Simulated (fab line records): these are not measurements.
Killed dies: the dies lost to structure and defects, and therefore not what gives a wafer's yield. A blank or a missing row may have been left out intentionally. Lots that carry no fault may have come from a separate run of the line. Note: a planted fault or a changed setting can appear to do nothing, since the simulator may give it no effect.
fab line records + flow nandHarc
[record]
- lots = 6
- wafers = 14
- lastDay = 24
route steps=1159 shown A_STAIRCASE@617 A_SGD_CUT@747 END@1159
lots that met no fault: from a run of the same line without faults
startH: hours from the record's opening day to when the first of the lot's shown wafers began + waitH: hours elapsed since this lot's preceding step + " unchanged from the row above + L1.1+2: one row covering several wafers at once + - no value, or no start given + * or withheld: withheld + < > ~ a bound
route shown NAME@n: a module of which the file shows steps, and the number in the route of the first + usual: mean and standard deviation over wafers with no fault + same: alike in all rows + chamber/n: place in a boat + sites: per-site readings + _std_site: the values' standard deviation + _edge_site: inner sites' mean taken away from outer sites' mean + radiusMm: how far each site lies from the wafer's centre + mask NAME#n: copy n + behind: the tool/chamber that last shaped the wafer + hold: why the lot was held/for how many hours/how that ended + device: names the non-switching transistor (n, p or np) + end of line: the same wafers' tests at the end of the route + a step given without rows: its recipe and nothing more + killed: the dies lost at the first sort to structure and to defects; this is not the yield of the wafer + map: a wafer's dies, marking killed ones x, the rest . and places with no die _
set.NAME: the setting the step ran with; set.NAME@STEP: the setting that earlier step ran with + model.NAME: the simulator's own value behind a step, which no gauge read
lots at selected steps of the route; one table per step, one row per wafer
services: from which hour (startH, from the record's first day; less than 0 if before it) a tool's chamber was out of use, for how many hours, and why
[[steps]]
[step NHARC_A_STAIRCASE_ETCH_223]
[recipe]
- targetDepthA = 1000
- timeS = 40.5
- ionEnergyEv = 400
- c4f8FlowSccm = 20
- o2FlowSccm = 10
- arFlowSccm = withheld
- rfW = 600
- biasW = 1000
- chemistry = C4F8/O2
[step NHARC_A_STAIRCASE_TRIM_224]
[recipe]
- timeS = 211.2
- o2FlowSccm = 500
- arFlowSccm = 0
- biasW = 0
- chemistry = O2
[step NHARC_A_STAIRCASE_ETCH_225]
[recipe]
- targetDepthA = 1000
- timeS = 40.5
- ionEnergyEv = 400
- c4f8FlowSccm = 20
- o2FlowSccm = 10
- arFlowSccm = withheld
- rfW = 600
- biasW = 1000
- chemistry = C4F8/O2
[usual]
- oesProductAu = 0.946/0.013
- rfVppV = 896/6.8
[same]
- timeS = 40.5
| lot.wafer | tool       | chamber | startH | waitH | oesProductAu | rfHoursCounterH | rfVppV |
|-----------|------------|---------|--------|-------|--------------|-----------------|--------|
| L941.2    | rieDiel-03 | 0       | -      | -     | 0.957        | 12              | 891    |
| L941.1    | "          | 3       | "      | "     | 0.939        | 12              | 889    |
| L941.5    | "          | 1       | "      | "     | 0.943        | -               | 887    |
| L943.3    | rieDiel-02 | 1       | -      | -     | 0.917        | 45              | 897    |
| L943.1    | "          | 3       | "      | "     | 0.939        | 41              | 889    |
| L943.2    | "          | 0       | "      | "     | 0.944        | 43              | 895    |
| L947.2    | rieDiel-03 | 2       | -      | -     | 0.966        | 28              | 904    |
| L947.3    | "          | 3       | "      | "     | 0.953        | 28              | 890    |
| L947.5    | "          | 1       | "      | "     | 0.965        | -               | 889    |
| L955.3    | rieDiel-03 | 0       | -      | -     | 0.960        | 46              | 890    |
| L957.6    | rieDiel-09 | 3       | -      | -     | 0.966        | -               | 905    |
| L960.4    | rieDiel-03 | 0       | -      | -     | 0.967        | 57              | 893    |
| L960.3    | "          | 1       | "      | "     | 0.949        | 56              | 887    |
| L960.6    | "          | 0       | "      | "     | 0.959        | -               | 891    |
[step NHARC_A_STAIRCASE_TRIM_226]
[recipe]
- timeS = 211.2
- o2FlowSccm = 500
- arFlowSccm = 0
- biasW = 0
- chemistry = O2
[usual]
- drypumpMotorCurrentA = 5.7/0.34
- o2FlowSccm = 500.1/1.4
- oesProductAu = 1.002/0.011
- rfVppV = 57.8/0.84
- showerheadPlenumPTorr = 3.52/0.18
- throttleValvePct = 17.036/0.0091
[same]
- timeS = 211.2
| lot.wafer | tool       | chamber | startH | waitH | drypumpMotorCurrentA | o2FlowSccm | oesProductAu | rfHoursCounterH | rfVppV | showerheadPlenumPTorr | throttleValvePct |
|-----------|------------|---------|--------|-------|----------------------|------------|--------------|-----------------|--------|-----------------------|------------------|
| L941.2    | rieDiel-03 | 3       | -      | -     | 6.2                  | 500.0      | 0.996        | 12              | 58.3   | 3.33                  | 17.031           |
| L941.1    | "          | 2       | "      | "     | 5.3                  | 499.6      | 1.001        | 13              | 58.5   | 3.80                  | 17.037           |
| L941.5    | "          | 0       | "      | "     | 5.3                  | 496.5      | 1.011        | -               | 57.7   | 3.41                  | 17.030           |
| L943.2    | rieDiel-02 | 2       | -      | -     | 5.9                  | 498.5      | 0.995        | 42              | 59.0   | 3.78                  | 17.040           |
| L943.1    | "          | 0       | "      | "     | 5.8                  | 500.7      | 1.016        | 43              | 58.2   | 3.54                  | 17.030           |
| L943.3    | "          | 1       | "      | "     | 5.6                  | 498.8      | 0.985        | 45              | 56.8   | 3.55                  | 17.054           |
| L947.3    | rieDiel-03 | 3       | -      | -     | 6.2                  | 499.8      | 1.001        | 28              | 57.1   | 3.32                  | 17.019           |
| L947.2    | "          | 2       | "      | "     | 5.3                  | 496.5      | 1.017        | 28              | 60.3   | 3.79                  | 17.041           |
| L947.5    | "          | 3       | "      | "     | 6.2                  | 500.6      | 1.007        | -               | 57.0   | 3.32                  | 17.042           |
| L955.3    | rieDiel-03 | 0       | -      | -     | 5.2                  | 501.4      | 1.009        | 47              | 56.4   | 3.39                  | 17.047           |
| L957.6    | rieDiel-09 | 2       | -      | -     | 5.6                  | 499.9      | 1.004        | -               | 57.7   | 3.55                  | 17.038           |
| L960.4    | rieDiel-03 | 1       | -      | -     | 5.7                  | 500.7      | 0.998        | 56              | 57.2   | 3.27                  | 17.043           |
| L960.3    | "          | 2       | "      | "     | 5.3                  | 503.4      | 0.987        | 57              | 58.2   | 3.78                  | 17.045           |
| L960.6    | "          | 1       | "      | "     | 5.7                  | 499.3      | 1.007        | -               | 56.7   | 3.27                  | 17.044           |
[step NHARC_A_STAIRCASE_ETCH_227]
[recipe]
- targetDepthA = 1000
- timeS = 40.5
- ionEnergyEv = 400
- c4f8FlowSccm = 20
- o2FlowSccm = 10
- arFlowSccm = withheld
- rfW = 600
- biasW = 1000
- chemistry = C4F8/O2
[usual]
- oesProductAu = 0.944/0.013
- rfVppV = 895/6.9
[same]
- timeS = 40.5
| lot.wafer | tool       | chamber | startH | waitH | oesProductAu | rfHoursCounterH | rfVppV |
|-----------|------------|---------|--------|-------|--------------|-----------------|--------|
| L941.2    | rieDiel-03 | 0       | -      | -     | 0.954        | 12              | 891    |
| L941.1    | "          | 1       | "      | "     | 0.946        | 13              | 887    |
| L941.5    | "          | 1       | "      | "     | 0.959        | -               | 888    |
| L943.2    | rieDiel-02 | 3       | -      | -     | 0.934        | 42              | 889    |
| L943.3    | "          | 0       | "      | "     | 0.945        | 43              | 896    |
| L943.1    | "          | 1       | "      | "     | 0.917        | 45              | 897    |
| L947.3    | rieDiel-03 | 1       | -      | -     | 0.958        | 27              | 887    |
| L947.2    | "          | 0       | "      | "     | 0.949        | 27              | 892    |
| L947.5    | "          | 2       | "      | "     | 0.959        | -               | 906    |
| L955.3    | rieDiel-03 | 0       | -      | -     | 0.954        | 47              | 890    |
| L957.6    | rieDiel-09 | 0       | -      | -     | 0.948        | -               | 889    |
| L960.3    | rieDiel-03 | 1       | -      | -     | 0.927        | 56              | 887    |
| L960.4    | "          | 0       | "      | "     | 0.949        | 57              | 889    |
| L960.6    | "          | 1       | "      | "     | 0.934        | -               | 887    |
[step NHARC_A_STAIRCASE_TRIM_229]
[recipe]
- timeS = 211.2
- o2FlowSccm = 500
- arFlowSccm = 0
- biasW = 0
- chemistry = O2
[step NHARC_A_STAIRCASE_ETCH_230]
[recipe]
- targetDepthA = 1000
- timeS = 40.5
- ionEnergyEv = 400
- c4f8FlowSccm = 20
- o2FlowSccm = 10
- arFlowSccm = withheld
- rfW = 600
- biasW = 1000
- chemistry = C4F8/O2
[usual]
- oesProductAu = 0.951/0.018
- rfVppV = 894/7
[same]
- timeS = 40.5
| lot.wafer | tool       | chamber | startH | waitH | oesProductAu | rfHoursCounterH | rfVppV |
|-----------|------------|---------|--------|-------|--------------|-----------------|--------|
| L941.2    | rieDiel-03 | 2       | -      | -     | 0.932        | 13              | 905    |
| L941.1    | "          | 3       | "      | "     | 0.934        | 12              | 888    |
| L941.5    | "          | 2       | "      | "     | 0.934        | -               | 906    |
| L943.3    | rieDiel-09 | 1       | -      | -     | 0.920        | 4               | 902    |
| L943.1    | "          | 2       | "      | "     | 0.955        | 5               | 897    |
| L943.2    | "          | 3       | "      | "     | 0.930        | 6               | 904    |
| L947.3    | rieDiel-03 | 0       | -      | -     | 0.957        | 27              | 891    |
| L947.2    | "          | 1       | "      | "     | 0.957        | 27              | 888    |
| L947.5    | "          | 3       | "      | "     | 0.936        | -               | 889    |
| L955.3    | rieDiel-03 | 0       | -      | -     | 0.969        | 47              | 891    |
| L957.6    | rieDiel-03 | 3       | -      | -     | 0.938        | -               | 887    |
| L960.3    | rieDiel-02 | 3       | -      | -     | 0.957        | 13              | 889    |
| L960.4    | "          | 3       | "      | "     | 0.958        | -               | 888    |
| L960.6    | "          | 0       | "      | "     | 0.973        | -               | 896    |
[step NHARC_A_STAIRCASE_TRIM_231]
[recipe]
- timeS = 211.2
- o2FlowSccm = 500
- arFlowSccm = 0
- biasW = 0
- chemistry = O2
[step NHARC_A_STAIRCASE_ETCH_232]
[recipe]
- targetDepthA = 1000
- timeS = 40.5
- ionEnergyEv = 400
- c4f8FlowSccm = 20
- o2FlowSccm = 10
- arFlowSccm = withheld
- rfW = 600
- biasW = 1000
- chemistry = C4F8/O2
[usual]
- oesProductAu = 0.946/0.013
- rfVppV = 895/7
[same]
- timeS = 40.5
| lot.wafer | tool       | chamber | startH | waitH | oesProductAu | rfHoursCounterH | rfVppV |
|-----------|------------|---------|--------|-------|--------------|-----------------|--------|
| L941.1    | rieDiel-03 | 2       | -      | -     | 0.952        | 13              | 905    |
| L941.2    | "          | 3       | "      | "     | 0.943        | 13              | 889    |
| L941.5    | "          | 3       | "      | "     | 0.942        | -               | 888    |
| L943.3    | rieDiel-09 | 2       | -      | -     | 0.939        | 5               | 898    |
| L943.2    | "          | 3       | "      | "     | 0.920        | 6               | 905    |
| L943.1    | "          | 0       | "      | "     | 0.932        | 5               | 890    |
| L947.2    | rieDiel-03 | 2       | -      | -     | 0.958        | 28              | 905    |
| L947.3    | "          | 0       | "      | "     | 0.958        | 28              | 890    |
| L947.5    | "          | 2       | "      | "     | 0.962        | -               | 906    |
| L955.3    | rieDiel-03 | 0       | -      | -     | 0.966        | 47              | 891    |
| L957.6    | rieDiel-03 | 0       | -      | -     | 0.961        | -               | 891    |
| L960.3    | rieDiel-02 | 2       | -      | -     | 0.943        | 14              | 904    |
| L960.4    | "          | 3       | "      | "     | 0.944        | -               | 889    |
| L960.6    | "          | 0       | "      | "     | 0.964        | -               | 896    |
[step NHARC_A_STAIRCASE_TRIM_233]
[recipe]
- timeS = 211.2
- o2FlowSccm = 500
- arFlowSccm = 0
- biasW = 0
- chemistry = O2
[step NHARC_A_STAIRCASE_ETCH_234]
[recipe]
- targetDepthA = 1000
- timeS = 40.5
- ionEnergyEv = 400
- c4f8FlowSccm = 20
- o2FlowSccm = 10
- arFlowSccm = withheld
- rfW = 600
- biasW = 1000
- chemistry = C4F8/O2
[step NHARC_A_STAIRCASE_TRIM_235]
[recipe]
- timeS = 211.2
- o2FlowSccm = 500
- arFlowSccm = 0
- biasW = 0
- chemistry = O2
[usual]
- drypumpMotorCurrentA = 5.6/0.34
- o2FlowSccm = 500.0/1.4
- oesProductAu = 1.003/0.011
- rfVppV = 57.7/0.93
- showerheadPlenumPTorr = 3.50/0.19
- throttleValvePct = 17.036/0.0084
[same]
- timeS = 211.2
| lot.wafer | tool       | chamber | startH | waitH | drypumpMotorCurrentA | o2FlowSccm | oesProductAu | rfHoursCounterH | rfVppV | showerheadPlenumPTorr | throttleValvePct |
|-----------|------------|---------|--------|-------|----------------------|------------|--------------|-----------------|--------|-----------------------|------------------|
| L941.1    | rieDiel-03 | 1       | 259.42 | -     | 5.7                  | 499.5      | 0.997        | 13              | 57.1   | 3.30                  | 17.033           |
| L941.2    | "          | 2       | "      | "     | 5.3                  | 502.6      | 1.004        | 13              | 58.4   | 3.80                  | 17.042           |
| L941.5    | "          | 1       | "      | "     | 5.7                  | 500.2      | 1.008        | -               | 56.9   | 3.30                  | 17.036           |
| L943.1    | rieDiel-09 | 1       | 272.45 | -     | 5.2                  | 499.4      | 0.984        | 4               | 58.6   | 3.69                  | 17.040           |
| L943.2    | "          | 2       | "      | "     | 5.6                  | 499.9      | 1.005        | 6               | 57.1   | 3.57                  | 17.033           |
| L943.3    | "          | 3       | "      | "     | 6.2                  | 497.9      | 0.998        | 6               | 59.3   | 3.77                  | 17.033           |
| L947.3    | rieDiel-03 | 3       | 293.79 | -     | 6.2                  | 498.3      | 1.018        | 29              | 56.0   | 3.32                  | 17.038           |
| L947.2    | "          | 1       | "      | "     | 5.8                  | 497.7      | 1.015        | 27              | 57.2   | 3.29                  | 17.040           |
| L947.5    | "          | 2       | "      | "     | 5.3                  | 500.9      | 1.008        | -               | 57.9   | 3.79                  | 17.032           |
| L955.3    | rieDiel-03 | 3       | 348.84 | -     | 6.3                  | 498.3      | 0.994        | 49              | 57.8   | 3.31                  | 17.044           |
| L957.6    | rieDiel-03 | 3       | 354.15 | -     | 6.2                  | 499.7      | 1.002        | -               | 56.4   | 3.31                  | 17.025           |
| L960.3    | rieDiel-02 | 3       | 379.02 | -     | 5.6                  | 500.9      | 1.000        | 14              | 58.6   | 3.33                  | 17.037           |
| L960.4    | "          | 0       | "      | "     | 5.8                  | 500.2      | 1.010        | -               | 58.1   | 3.52                  | 17.046           |
| L960.6    | "          | 2       | "      | "     | 5.9                  | 502.7      | 0.998        | -               | 59.4   | 3.77                  | 17.034           |
[step NHARC_A_STAIRCASE_ETCH_236]
[recipe]
- targetDepthA = 1000
- timeS = 40.5
- ionEnergyEv = 400
- c4f8FlowSccm = 20
- o2FlowSccm = 10
- arFlowSccm = withheld
- rfW = 600
- biasW = 1000
- chemistry = C4F8/O2
[step NHARC_A_STAIRCASE_STRIP_238]
[recipe]
- powerW = 1500
- tempC = 250
- chemistry = O2
[step NHARC_A_STAIRCASE_STRIP_239]
[recipe]
- timeS = 900
- tempC = 130
- chemistry = SPM
[step NHARC_A_STAIRCASE_PRECLEAN_240]
[recipe]
- timeS = *
- tempC = 50
- bathAgeMin = 0
- chemistry = SC1
[step NHARC_A_STAIRCASE_SRD_241]
[step NHARC_A_STAIRCASE_DEHYDRATE_242]
[recipe]
- tempC = 150
- timeS = 120
[step NHARC_A_STAIRCASE_HMDS_243]
[recipe]
- timeS = 30
[step NHARC_A_STAIRCASE_COAT_244]
[recipe]
- spinRpm = 1200
[step NHARC_A_STAIRCASE_SOFTBAKE_245]
[recipe]
- tempC = 135
- timeS = 170
[step NHARC_A_STAIRCASE_EBR_246]
[step NHARC_A_STAIRCASE_EXPOSE_247]
[recipe]
- na = 0.5
- doseMj = 25.34
- maskId = SDS_1
[step NHARC_A_STAIRCASE_PEB_248]
[recipe]
- pebTempC = 115
- pebTimeS = 130
[step NHARC_A_STAIRCASE_DEVELOP_249]
[recipe]
- timeS = 140
[step NHARC_A_STAIRCASE_HARDBAKE_251]
[recipe]
- tempC = 120
- timeS = 140
[step NHARC_A_STAIRCASE_DESCUM_252]
[recipe]
- timeS = 3
- o2FlowSccm = 200
- arFlowSccm = 0
- biasPowerW = 0
- chemistry = O2
[step NHARC_A_STAIRCASE_ETCH_253]
[recipe]
- targetDepthA = 500
- timeS = 20.2
- ionEnergyEv = 400
- c4f8FlowSccm = 20
- o2FlowSccm = 10
- arFlowSccm = withheld
- rfW = 600
- biasW = 1000
- chemistry = C4F8/O2
[step NHARC_A_STAIRCASE_STRIP_254]
[recipe]
- powerW = 1500
- tempC = 250
- chemistry = O2
[step NHARC_A_STAIRCASE_STRIP_255]
[recipe]
- timeS = 900
- tempC = 130
- chemistry = SPM
[step NHARC_A_STAIRCASE_PRECLEAN_256]
[recipe]
- timeS = *
- tempC = 50
- bathAgeMin = 0
- chemistry = SC1
[step NHARC_A_STAIRCASE_SRD_257]
[step NHARC_A_STAIRCASE_HM_DEP_456]
[recipe]
- targetThkA = 15000
- tempC = 400
- material = aC
[step NHARC_A_STAIRCASE_DEP_259]
[recipe]
- targetThkA = 300
- targetThkNm = 30
- tempC = 400
- pressureTorr = 3.5
- flowSccm = 200
- rfW = 350
- material = SiON
[step NHARC_A_STAIRCASE_DEHYDRATE_281]
[recipe]
- tempC = 150
- timeS = 120
[step NHARC_A_STAIRCASE_HMDS_282]
[recipe]
- timeS = 30
[step NHARC_A_STAIRCASE_COAT_283]
[recipe]
- spinRpm = 1200
[step NHARC_A_STAIRCASE_SOFTBAKE_284]
[recipe]
- tempC = 135
- timeS = 170
[step NHARC_A_STAIRCASE_EBR_285]
[step NHARC_A_SGD_CUT_DEP_00]
[recipe]
- targetThkA = 500
- tempC = 400
- targetThkNm = 50
- flowSccm = 200
- rfW = 450
- material = SiNx
[usual]
- heaterPowerW = 683/99
| lot.wafer | tool     | chamber | startH | waitH | hold                    | heaterPowerW |
|-----------|----------|---------|--------|-------|-------------------------|--------------|
| L941.2    | pecvd-03 | 2       | 320.24 | 0.1   | -                       | 549          |
| L941.1    | "        | 0       | "      | "     | -                       | 610          |
| L941.5    | "        | 0       | "      | "     | -                       | 590          |
| L943.3    | pecvd-04 | 2       | 333.47 | 0.1   | -                       | 639          |
| L943.1    | "        | 0       | "      | "     | -                       | 714          |
| L943.2    | "        | 1       | "      | "     | -                       | 741          |
| L947.2    | pecvd-03 | 1       | 355.47 | 0.1   | -                       | 635          |
| L947.3    | "        | 2       | "      | "     | -                       | 634          |
| L947.5    | "        | 1       | "      | "     | -                       | 627          |
| L957.6    | pecvd-04 | 1       | 422.04 | 4.3   | awaitDispo/3.8h/release | 698          |
| L955.3    | pecvd-02 | 0       | 422.90 | 5.4   | awaitDispo/5.3h/release | 549          |
| L960.3    | pecvd-03 | 1       | 445.52 | 0.4   | -                       | 633          |
| L960.4    | "        | 1       | "      | "     | -                       | 658          |
| L960.6    | "        | 2       | "      | "     | -                       | 683          |
[step NHARC_END_SORT_01]
[recipe]
- tempC = 25
[usual]
- killedAtArray = 25/9.7
- killedAtOther = 0.7/0.87
- killedAtPeriphery = 3.3/2.3
- killedDies = 29/11
- killedOpen = 3.6/2.1
- killedShort = 2.3/1.7
[same]
- grossDies = 677
| lot.wafer | tool      | chamber | startH | waitH | killedAtArray | killedAtOther | killedAtPeriphery | killedDies | killedOpen | killedShort |
|-----------|-----------|---------|--------|-------|---------------|---------------|-------------------|------------|------------|-------------|
| L955.3    | prober-02 | 0       | 576.86 | 3.1   | 134           | 1             | 3                 | 138        | 2          | 2           |
| L957.6    | prober-01 | 0       | 585.30 | 4.0   | 105           | 1             | 5                 | 111        | 1          | 1           |
// killed by level:class
L955.3 A_STAIRCASE:unspecified=94 A_SLIT:chamberFilmFlake=17 A_CHANNEL_HOLE_D1:chamberFilmFlake=12 A_CONTACT:chamberFilmFlake=4 A_STAIRCASE:chamberFilmFlake=3 A_CHANNEL_FILL_D1:geometricParticle:short=2 P_STI:chamberFilmFlake=2 P_M0:geometricParticle:open=1
L957.6 A_STAIRCASE:unspecified=96 A_CHANNEL_HOLE_D1:chamberFilmFlake=6 P_ZERO_WELL:chamberFilmFlake=3 A_SOURCE_PLATE:geometricParticle:open=1 A_BONDPAD:geometricParticle:short=1 P_STI:chamberFilmFlake=1 P_GATE:chamberFilmFlake=1 A_M1:chamberFilmFlake=1
// map L955.3 (x killed, . not)
____________.____________
_________x......_________
_______x.........._______
______xx.xx........______
_____x.xxx....x..x.._____
____.xxx.............____
____..x.x...x........____
___....x..............___
___.x............x....___
__.......x.............__
__..xx............x....__
_......................x_
_.....x....x.......x...._
_......x.x.x............_
_......x.xx............x_
_....x.xxxxx........x..._
....xxxxxxxx...........xx
.....xxxxxxxx.x.........x
......xxxxxxx..........xx
.....xxxxxxx.x..........x
.....xxxxxxxxx.........xx
_...xxxxxxxxx.........xx_
_...xxxxxxxxx...x......x_
_....xxxxxxxx..x........_
_....xxxxxxx............_
_......xxxx............._
__.....................__
__.......x.............__
___.................x.___
___........x..........___
____.................____
____.................____
_____..............._____
______.............______
_______....x......_______
_________......._________
____________.____________
// map L957.6 (x killed, . not)
____________.____________
_________......._________
_______.....x....._______
______......x......______
_____..............._____
____.................____
____.................____
___...................___
___...................___
__.....................__
__....x................__
_......................._
_......................._
_.x.x..x..x............._
_.....xxx.x............._
_......xxxxxx..........._
.....xxxxxxxx............
.....xxxxxxxx............
...x.xxxxxxxx............
....xxxxxxxxxx...........
.....xxxxxxxx............
_....xxxxxxxxx.........._
_..x..xxxxxxx..........._
_....xxxxxxxx..........._
_...x.xxxxxx............_
_.....x.xxx............._
__......xxxx...........__
__.......xxx...........__
___...................___
___...................___
____.................____
____..x.........x....____
_____............x.._____
______x......x..x..______
_______......x...._______
_________......x_________
____________.____________
[[services]]
| tool       | chamber | startH | hours | kind   |
|------------|---------|--------|-------|--------|
| pecvd-02   | 2       | 245.24 | 9.3   | repair |
| rieDiel-03 | 0       | 248.84 | -     | clean  |
| rieDiel-03 | 1       | 248.84 | -     | clean  |
| rieDiel-03 | 2       | 248.84 | -     | clean  |
| rieDiel-03 | 3       | 248.84 | -     | clean  |
| rieDiel-09 | -       | 254.25 | 9.0   | pm     |
| rieDiel-02 | 2       | 255.85 | 4.5   | repair |
| rieDiel-03 | 0       | 273.34 | -     | clean  |
| rieDiel-03 | 1       | 273.34 | -     | clean  |
| rieDiel-03 | 2       | 273.34 | -     | clean  |
| rieDiel-03 | 3       | 273.34 | -     | clean  |
| pecvd-03   | -       | 292.07 | 13.0  | pm     |
| rieDiel-03 | 0       | 297.84 | -     | clean  |
| rieDiel-02 | 0       | 311.50 | 2.3   | repair |
| rieDiel-02 | -       | 328.17 | 9.0   | pm     |
| pecvd-02   | -       | 333.00 | 0.4   | repair |
| pecvd-02   | -       | 334.13 | 13.0  | pm     |
| pecvd-04   | -       | 376.48 | 13.0  | pm     |
| rieDiel-02 | 1       | 377.35 | 2.2   | repair |
| rieDiel-03 | -       | 392.41 | 9.0   | pm     |
| rieDiel-09 | 2       | 401.69 | 12.6  | repair |
| rieDiel-09 | 2       | 428.25 | 14.1  | repair |
| rieDiel-09 | -       | 431.26 | 9.0   | pm     |
| rieDiel-03 | 3       | 438.14 | 1.9   | repair |
[[key]]
[firstSign]
- step = NHARC_END_SORT_01
- reading = killedAtArray
- direction = up
- sigmas = 9.7
- usual = 25
- struck = 120
[effect]
- step = NHARC_END_SORT_01
- reading = killedDies
- direction = up
- sigmas = 9
- usual = 29
- struck = 124
[moreKillsBornAt]
- NHARC_A_STAIRCASE_TRIM_235@rieDiel-03 = 189
metAt NHARC_A_STAIRCASE_TRIM_235
struckWafers L955.3,L957.6
testerLeftOut L955,L957
onsetBetween 293.79 348.84
alsoFits NHARC_A_STAIRCASE_ETCH_230:rieDiel-03,NHARC_A_STAIRCASE_ETCH_232:rieDiel-03
[fault]
- kind = chamberParticleSource
- tool = rieDiel-03
- chamber = 3
- onsetH = 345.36
- steps = NHARC_A_STAIRCASE_TRIM_235
- ratePerVisitCm2 = 1.3994
- endH = 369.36
// testerLeftOut: of these lots the tester's yield and bins aren't shown, on N5 and GAA mostly nor the transistor test; their killed dies are dies lost to structure and defects alone, not to doping, threshold or leakage, so they don't give the yield
